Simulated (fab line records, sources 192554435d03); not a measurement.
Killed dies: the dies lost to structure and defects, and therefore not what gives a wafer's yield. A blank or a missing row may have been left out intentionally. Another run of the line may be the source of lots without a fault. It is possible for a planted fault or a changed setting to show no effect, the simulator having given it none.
Which tool is to blame?    flow n5Finfet    23 lots, 69 wafers sampled, at 6 steps of a route of 1938

== WHAT THE GAUGES SHOWED, per wafer ==
No reading from a measuring or inspecting step in the record can be judged against a usual standard deviation.

== WHAT TOOL EACH LOT RAN ON (gives the tool, then ch and the chambers of the sampled wafers, and finally the start) ==
lot   N5_HKMG_FIN_ETCHBACK_68           N5_GATE_CUT_CMP_02             N5_GATE_CUT_ETCH_28                N5_GATE_CUT_STRIP_21                 N5_MOL_CONTACT_COAG_CMP_28     N5_MOL_CONTACT_COAG_ETCH_89
L074  rieMetal-03 ch 0, day 4 07:07     cmp-04 ch 1,2,3, day 4 11:49   rieDiel-03 ch 0,2,3, day 4 12:44   plasmaAsher-01 ch 0,1, day 4 13:23   cmp-02 ch 0,3, day 5 00:08     rieDiel-02 ch 0,1,3, day 5 01:59
L075  rieMetal-03 ch 0,1, day 4 14:44   cmp-03 ch 2,3, day 4 19:23     rieDiel-04 ch 0,3, day 4 20:13     plasmaAsher-01 ch 0,1, day 4 20:53   cmp-04 ch 0,1, day 5 09:04     rieDiel-06 ch 1,2, day 5 10:23
L076  rieMetal-03 ch 0,1, day 4 20:23   cmp-03 ch 1,2,3, day 5 01:22   rieDiel-04 ch 1,3, day 5 02:11     plasmaAsher-01 ch 0,1, day 5 02:55   cmp-03 ch 0,1,3, day 5 15:09   rieDiel-06 ch 0,2,3, day 5 16:32
L077  rieMetal-03 ch 0,1, day 5 01:19   cmp-03 ch 1,3, day 5 06:27     rieDiel-04 ch 0,1,3, day 5 07:15   plasmaAsher-02 ch 0,1, day 5 07:54   cmp-03 ch 0,1,2, day 5 21:33   rieDiel-05 ch 1,3, day 5 22:52
L078  rieMetal-01 ch 0,1, day 5 05:40   cmp-03 ch 0,3, day 5 10:29     rieDiel-01 ch 1,3, day 5 11:24     plasmaAsher-02 ch 0,1, day 5 12:03   cmp-03 ch 1,3, day 6 01:35     rieDiel-06 ch 0,2,3, day 6 03:44
L079  rieMetal-03 ch 0,1, day 5 13:58   cmp-01 ch 0,1,2, day 5 18:49   rieDiel-01 ch 1,2,3, day 5 19:46   plasmaAsher-01 ch 0,1, day 5 20:30   cmp-03 ch 1,2,3, day 6 08:58   rieDiel-06 ch 1,2,3, day 6 10:23
L080  rieMetal-03 ch 1, day 5 20:21     cmp-04 ch 0,1, day 6 01:05     rieDiel-03 ch 0,3, day 6 01:55     plasmaAsher-02 ch 0, day 6 02:37     cmp-03 ch 1,2, day 6 12:32     rieDiel-05 ch 1,2, day 6 14:11
L081  rieMetal-02 ch 0,1, day 6 02:18   cmp-03 ch 2,3, day 6 06:59     rieDiel-01 ch 0,2,3, day 6 07:59   plasmaAsher-01 ch 0,1, day 6 08:39   cmp-03 ch 1,2, day 6 20:41     rieDiel-05 ch 1,2,3, day 6 22:06
L082  rieMetal-03 ch 0,1, day 6 09:10   cmp-01 ch 0,2,3, day 6 14:04   rieDiel-04 ch 0,1,2, day 6 14:53   plasmaAsher-01 ch 0,1, day 6 15:32   cmp-02 ch 0,2,3, day 7 02:59   rieDiel-02 ch 1,2,3, day 7 04:28
L083  rieMetal-03 ch 0,1, day 6 18:06   cmp-01 ch 2,3, day 6 22:52     rieDiel-03 ch 0,1,3, day 7 00:19   plasmaAsher-01 ch 0,1, day 7 00:59   cmp-03 ch 0,1, day 7 13:17     rieDiel-06 ch 0,1, day 7 14:58
L084  rieMetal-01 ch 0,1, day 6 19:41   cmp-04 ch 1,2,3, day 7 00:22   rieDiel-01 ch 0,1,2, day 7 01:11   plasmaAsher-01 ch 0,1, day 7 01:50   cmp-03 ch 1,2,3, day 7 14:40   rieDiel-02 ch 0,2, day 7 16:00
L085  rieMetal-02 ch 0, day 7 00:55     cmp-01 ch 0,1,3, day 7 05:41   rieDiel-04 ch 0,3, day 7 06:34     plasmaAsher-02 ch 0,1, day 7 07:31   cmp-03 ch 1,2,3, day 7 21:41   rieDiel-02 ch 0,1, day 7 23:08
L086  rieMetal-02 ch 0, day 7 05:08     cmp-01 ch 1,2,3, day 7 10:00   rieDiel-04 ch 0,1, day 7 10:50     plasmaAsher-02 ch 0,1, day 7 11:29   cmp-03 ch 0,1,2, day 7 23:49   rieDiel-05 ch 1,3, day 8 01:04
L088  rieMetal-01 ch 0,1, day 7 20:01   cmp-04 ch 1,2,3, day 8 00:43   rieDiel-04 ch 1,2,3, day 8 01:52   plasmaAsher-02 ch 0,1, day 8 02:47   cmp-03 ch 1,2,3, day 8 17:20   rieDiel-06 ch 0,1,2, day 8 19:00
L089  rieMetal-02 ch 0, day 7 22:30     cmp-03 ch 0,2, day 8 03:27     rieDiel-04 ch 0,1,2, day 8 04:25   plasmaAsher-02 ch 0,1, day 8 05:05   cmp-04 ch 1,2,3, day 8 18:10   rieDiel-02 ch 0,1,3, day 8 19:26
L090  rieMetal-02 ch 0, day 8 04:57     cmp-03 ch 0,1,3, day 8 09:43   rieDiel-01 ch 0,1,3, day 8 10:37   plasmaAsher-01 ch 0,1, day 8 11:17   cmp-04 ch 0,2,3, day 8 21:55   rieDiel-02 ch 2,3, day 8 23:35
L092  rieMetal-03 ch 0,1, day 8 17:47   cmp-04 ch 0,1, day 8 22:33     rieDiel-03 ch 2,3, day 8 23:22     plasmaAsher-01 ch 0,1, day 9 00:11   cmp-04 ch 0,1, day 9 11:11     rieDiel-06 ch 1,2, day 9 13:02
L091  rieMetal-03 ch 1, day 8 19:44     cmp-01 ch 1,2,3, day 9 01:12   rieDiel-03 ch 0,2,3, day 9 02:08   plasmaAsher-02 ch 0,1, day 9 02:47   cmp-04 ch 1,2,3, day 9 14:41   rieDiel-02 ch 1,2, day 9 17:07
L093  rieMetal-01 ch 0,1, day 8 23:41   cmp-04 ch 0,2, day 9 04:24     rieDiel-04 ch 0,1,2, day 9 05:15   plasmaAsher-02 ch 0,1, day 9 05:54   cmp-04 ch 1,2, day 9 17:52     rieDiel-02 ch 1,2,3, day 9 20:58
L094  rieMetal-03 ch 0,1, day 9 05:12   cmp-04 ch 0,1, day 9 09:53     rieDiel-04 ch 0,3, day 9 10:51     plasmaAsher-01 ch 0,1, day 9 11:30   cmp-03 ch 2,3, day 10 00:59    rieDiel-05 ch 0,3, day 10 02:31
L095  rieMetal-02 ch 0,1, day 9 13:20   cmp-01 ch 1,2,3, day 9 18:06   rieDiel-01 ch 1,2,3, day 9 18:59   plasmaAsher-01 ch 0,1, day 9 19:38   cmp-03 ch 0,3, day 10 08:22    rieDiel-02 ch 1,2, day 10 09:56
L096  rieMetal-02 ch 0,1, day 9 21:56   cmp-01 ch 2,3, day 10 05:23    rieDiel-01 ch 0,2,3, day 10 06:21  plasmaAsher-01 ch 0,1, day 10 07:01  cmp-04 ch 0,1, day 10 17:48    rieDiel-06 ch 1,3, day 10 19:08
L097  rieMetal-01 ch 0,1, day 10 03:12  cmp-04 ch 0,2,3, day 10 07:54  rieDiel-03 ch 0,2,3, day 10 08:43  plasmaAsher-01 ch 0,1, day 10 09:22  cmp-04 ch 0,2,3, day 10 20:13  rieDiel-06 ch 1,2,3, day 10 21:58
- N5_HKMG_FIN_ETCHBACK_68: etches the open film in Cl2/Ar, stops on HfO2, target depth 0.5 nm.
- N5_GATE_CUT_CMP_02: polishes, stops on SiO2, t overpolish 12.7 s, target thk 0 nm.
- N5_GATE_CUT_ETCH_28: etches underlayer in N2/H2, target depth 13 nm, time 10.4 s.
- N5_GATE_CUT_STRIP_21: strips in N2/H2, time 30 s.
- N5_MOL_CONTACT_COAG_CMP_28: polishes, stops on SiNx, t overpolish 0.85 s, target thk 14.522 nm.
- N5_MOL_CONTACT_COAG_ETCH_89: etches underlayer in N2/H2, target depth 13 nm, time 10.4 s.

== AS READ BY THE TOOLS THEMSELVES (means over the sampled wafers that have a number; for cases with no such wafer, the mark the record gives instead) ==
N5_HKMG_FIN_ETCHBACK_68. Usual: drypumpMotorCurrentA 5.5 A, standard deviation 0.33; oesProductAu 0.79 a.u., standard deviation 0.089; throttleValvePct 20.77 %, standard deviation 0.27.
lot   tool         drypumpMotorCurrentA (A)  oesProductAu (a.u.)  throttleValvePct (%)  flag
L074  rieMetal-03  5.3                       0.71                 20.72                 
L075  rieMetal-03  5.4                       0.73                 20.60                 
L076  rieMetal-03  5.5                       0.73                 20.51                 
L077  rieMetal-03  5.4                       0.72                 20.61                 
L078  rieMetal-01  5.5                       0.95                 20.68                 
L079  rieMetal-03  5.5                       0.72                 20.51                 
L080  rieMetal-03  5.6                       0.73                 20.41                 
L081  rieMetal-02  6.2                       0.67                 21.09                 
L082  rieMetal-03  5.4                       0.71                 20.62                 
L083  rieMetal-03  5.5                       0.72                 20.51                 
L084  rieMetal-01  5.2                       0.91                 20.72                 
L085  rieMetal-02  5.6                       0.83                 21.14                 
L086  rieMetal-02  5.5                       0.83                 21.15                 
L088  rieMetal-01  5.5                       0.90                 20.71                 
L089  rieMetal-02  5.6                       0.83                 21.15                 
L090  rieMetal-02  5.6                       0.82                 21.15                 
L092  rieMetal-03  5.4                       0.70                 20.64                 
L091  rieMetal-03  5.6                       0.72                 20.41                 
L093  rieMetal-01  5.5                       0.88                 20.71                 
L094  rieMetal-03  5.4                       0.70                 20.65                 
L095  rieMetal-02  5.8                       0.86                 20.96                 
L096  rieMetal-02  6.2                       0.90                 20.80                 
L097  rieMetal-01  5.5                       0.87                 20.70                 

N5_GATE_CUT_CMP_02. Usual: motorCurrentA 9.1 A, standard deviation 0.92; overpolishRunS 12.700 s, standard deviation 0.0082; timeToEndpointS 27.4 s, standard deviation 2.9.
lot   tool    motorCurrentA (A)  overpolishRunS (s)  timeToEndpointS (s)  flag
L074  cmp-04  8.9                12.698              24.6                 
L075  cmp-03  8.7                12.699              27.9                 
L076  cmp-03  8.5                12.697              30.2                 
L077  cmp-03  8.5                12.706              26.8                 
L078  cmp-03  9.4                12.705              27.9                 
L079  cmp-01  9.8                12.697              27.8                 
L080  cmp-04  8.8                12.702              28.1                 
L081  cmp-03  8.1                12.691              29.0                 
L082  cmp-01  10.0               12.700              29.8                 
L083  cmp-01  10.7               12.700              31.5                 
L084  cmp-04  9.0                12.698              25.5                 
L085  cmp-01  9.2                12.703              26.6                 
L086  cmp-01  9.9                12.702              25.9                 
L088  cmp-04  8.8                12.704              24.2                 
L089  cmp-03  9.0                12.703              27.9                 
L090  cmp-03  9.0                12.703              28.1                 
L092  cmp-04  8.5                12.704              27.9                 
L091  cmp-01  9.3                12.701              28.7                 
L093  cmp-04  8.2                12.694              29.7                 
L094  cmp-04  8.9                12.706              26.4                 
L095  cmp-01  9.9                12.701              26.2                 
L096  cmp-01  9.8                12.695              27.2                 
L097  cmp-04  8.3                12.706              30.0                 

N5_GATE_CUT_ETCH_28. Usual: drypumpMotorCurrentA 5.7 A, standard deviation 0.31; etchRfOnTimeS 10.3 s, standard deviation 0.33; oesProductAu 0.69 a.u., standard deviation 0.056; rfVppV 523.8 V, standard deviation 2.5; showerheadPlenumPTorr 2.54 Torr, standard deviation 0.079; throttleValvePct 17.79 %, standard deviation 0.26.
lot   tool        drypumpMotorCurrentA (A)  etchRfOnTimeS (s)  oesProductAu (a.u.)  rfVppV (V)  showerheadPlenumPTorr (Torr)  throttleValvePct (%)  flag
L074  rieDiel-03  5.7                       10.1               0.71                 527.0       2.63                          18.00                 
L075  rieDiel-04  5.3                       10.4               0.69                 524.5       2.56                          17.52                 
L076  rieDiel-04  5.5                       9.9                0.77                 523.2       2.50                          17.46                 
L077  rieDiel-04  5.5                       10.2               0.73                 523.2       2.53                          17.53                 
L078  rieDiel-01  5.8                       10.4               0.65                 519.7       2.45                          18.04                 
L079  rieDiel-01  6.0                       10.2               0.65                 523.2       2.51                          18.01                 
L080  rieDiel-03  5.8                       10.3               0.67                 525.5       2.59                          18.02                 
L081  rieDiel-01  6.0                       10.4               0.68                 524.8       2.56                          17.80                 
L082  rieDiel-04  5.8                       10.2               0.69                 521.7       2.48                          17.72                 
L083  rieDiel-03  5.7                       10.3               0.70                 525.7       2.59                          17.87                 
L084  rieDiel-01  6.0                       10.3               0.67                 523.0       2.56                          17.89                 
L085  rieDiel-04  5.5                       10.6               0.68                 524.0       2.55                          17.62                 
L086  rieDiel-04  5.7                       10.1               0.74                 523.5       2.49                          17.55                 
L088  rieDiel-04  5.6                       10.3               0.68                 522.9       2.49                          17.68                 
L089  rieDiel-04  5.8                       10.2               0.69                 522.2       2.48                          17.75                 
L090  rieDiel-01  5.8                       10.5               0.67                 522.0       2.49                          17.94                 
L092  rieDiel-03  5.7                       10.1               0.64                 525.3       2.59                          18.06                 
L091  rieDiel-03  5.7                       10.1               0.67                 526.4       2.61                          18.06                 
L093  rieDiel-04  5.8                       10.1               0.68                 522.5       2.47                          17.75                 
L094  rieDiel-04  5.5                       10.5               0.67                 524.9       2.55                          17.64                 
L095  rieDiel-01  6.0                       10.1               0.64                 523.2       2.50                          18.03                 
L096  rieDiel-01  6.0                       10.4               0.66                 524.7       2.55                          17.84                 
L097  rieDiel-03  5.7                       10.3               0.66                 525.4       2.61                          18.06                 

N5_GATE_CUT_STRIP_21. Usual: drypumpMotorCurrentA 5.8 A, standard deviation 0.48; heaterPowerW 328 W, standard deviation 37; tempC 250.00 C, standard deviation 0.16.
lot   tool            drypumpMotorCurrentA (A)  heaterPowerW (W)  tempC (C)  flag
L074  plasmaAsher-01  6.1                       313               250.03     
L075  plasmaAsher-01  5.9                       325               250.07     
L076  plasmaAsher-01  6.1                       308               249.96     
L077  plasmaAsher-02  5.3                       325               250.00     
L078  plasmaAsher-02  5.3                       323               249.84     
L079  plasmaAsher-01  6.1                       318               249.91     
L080  plasmaAsher-02  4.9                       291               249.90     
L081  plasmaAsher-01  6.1                       315               250.29     
L082  plasmaAsher-01  6.0                       323               249.86     
L083  plasmaAsher-01  6.0                       321               249.99     
L084  plasmaAsher-01  6.1                       311               249.88     
L085  plasmaAsher-02  5.3                       322               249.99     
L086  plasmaAsher-02  5.3                       324               250.04     
L088  plasmaAsher-02  5.7                       356               249.93     
L089  plasmaAsher-02  5.3                       324               249.91     
L090  plasmaAsher-01  6.0                       321               250.04     
L092  plasmaAsher-01  6.1                       312               250.09     
L091  plasmaAsher-02  5.7                       358               250.01     
L093  plasmaAsher-02  5.7                       361               249.94     
L094  plasmaAsher-01  6.0                       322               250.10     
L095  plasmaAsher-01  6.1                       315               250.17     
L096  plasmaAsher-01  6.1                       315               250.03     
L097  plasmaAsher-01  6.1                       315               249.99     

N5_MOL_CONTACT_COAG_CMP_28. Usual: motorCurrentA 12.0 A, standard deviation 1; timeToEndpointS 6.3 s, standard deviation 2.5.
lot   tool    motorCurrentA (A)  timeToEndpointS (s)  flag
L074  cmp-02  13.0               4.7                  
L075  cmp-04  11.9               7.7                  
L076  cmp-03  12.4               3.2                  
L077  cmp-03  12.0               6.4                  
L078  cmp-03  12.0               3.4                  
L079  cmp-03  11.6               7.4                  
L080  cmp-03  11.5               6.5                  
L081  cmp-03  11.3               7.3                  
L082  cmp-02  12.3               5.5                  
L083  cmp-03  13.1               8.2                  
L084  cmp-03  12.0               8.6                  
L085  cmp-03  11.3               6.3                  
L086  cmp-03  11.6               7.8                  
L088  cmp-03  11.6               7.0                  
L089  cmp-04  11.9               2.8                  
L090  cmp-04  11.7               5.4                  
L092  cmp-04  11.6               6.3                  
L091  cmp-04  12.1               5.3                  
L093  cmp-04  12.7               4.4                  
L094  cmp-03  11.4               6.2                  
L095  cmp-03  12.5               11.0                 
L096  cmp-04  12.3               5.2                  
L097  cmp-04  11.5               7.9                  

N5_MOL_CONTACT_COAG_ETCH_89. Usual: drypumpMotorCurrentA 5.6 A, standard deviation 0.58; etchRfOnTimeS 10.44 s, standard deviation 0.24; oesProductAu 0.68 a.u., standard deviation 0.079; rfVppV 524.7 V, standard deviation 2.5; showerheadPlenumPTorr 2.57 Torr, standard deviation 0.077; throttleValvePct 17.73 %, standard deviation 0.25.
lot   tool        drypumpMotorCurrentA (A)  etchRfOnTimeS (s)  oesProductAu (a.u.)  rfVppV (V)  showerheadPlenumPTorr (Torr)  throttleValvePct (%)  flag
L074  rieDiel-02  5.8                       10.33              0.66                 524.3       2.55                          17.80                 
L075  rieDiel-06  5.8                       10.42              0.68                 526.7       2.63                          17.79                 
L076  rieDiel-06  5.6                       10.24              0.74                 524.2       2.57                          17.66                 
L077  rieDiel-05  5.5                       10.55              0.59                 523.1       2.50                          18.00                 
L078  rieDiel-06  5.6                       10.40              0.72                 523.2       2.57                          17.67                 
L079  rieDiel-06  5.9                       10.39              0.67                 526.3       2.59                          17.69                 
L080  rieDiel-05  6.1                       10.69              0.71                 526.8       2.64                          17.75                 
L081  rieDiel-05  5.9                       10.63              0.73                 524.7       2.57                          17.85                 
L082  rieDiel-02  5.5                       10.43              0.64                 525.5       2.57                          17.65                 
L083  rieDiel-06  5.3                       10.51              0.63                 524.8       2.56                          17.98                 
L084  rieDiel-02  5.2                       10.25              0.69                 524.5       2.60                          17.63                 
L085  rieDiel-02  5.4                       10.22              0.66                 524.1       2.54                          17.76                 
L086  rieDiel-05  5.5                       10.56              0.65                 522.0       2.50                          17.92                 
L088  rieDiel-06  5.6                       10.38              0.70                 525.1       2.59                          17.82                 
L089  rieDiel-02  5.8                       10.38              0.63                 522.5       2.54                          17.84                 
L090  rieDiel-02  5.3                       10.58              0.64                 525.5       2.60                          17.53                 
L092  rieDiel-06  5.9                       10.41              0.64                 526.2       2.62                          17.86                 
L091  rieDiel-02  4.9                       10.65              0.65                 526.9       2.60                          17.47                 
L093  rieDiel-02  5.5                       10.43              0.63                 524.2       2.56                          17.69                 
L094  rieDiel-05  5.7                       10.69              0.74                 522.3       2.48                          17.98                 
L095  rieDiel-02  5.1                       10.44              0.64                 524.2       2.56                          17.61                 
L096  rieDiel-06  5.6                       10.49              0.79                 524.3       2.50                          17.29                 
L097  rieDiel-06  5.9                       10.38              0.77                 525.7       2.57                          17.40                 

== THE ANSWER, worked out from the rows above alone ==
Rule: lot off if the mean of its wafers having a number is beyond 3 standard deviations from the usual mean. Also off: a lot with no number at a reading for which 4 or more lots have one. The other lots that the step has rows for count as sound. Order of review: gauges by route order, followed by the tools' own readings, for which a lot's mean as printed above is used. The first step at which some lot is off is used, and at that step the reading that is off furthest; a lot without a number counts as furthest.
None of the lots is off at any reading shown; this tells nothing.

== WHAT THE SIMULATOR PUT IN ==
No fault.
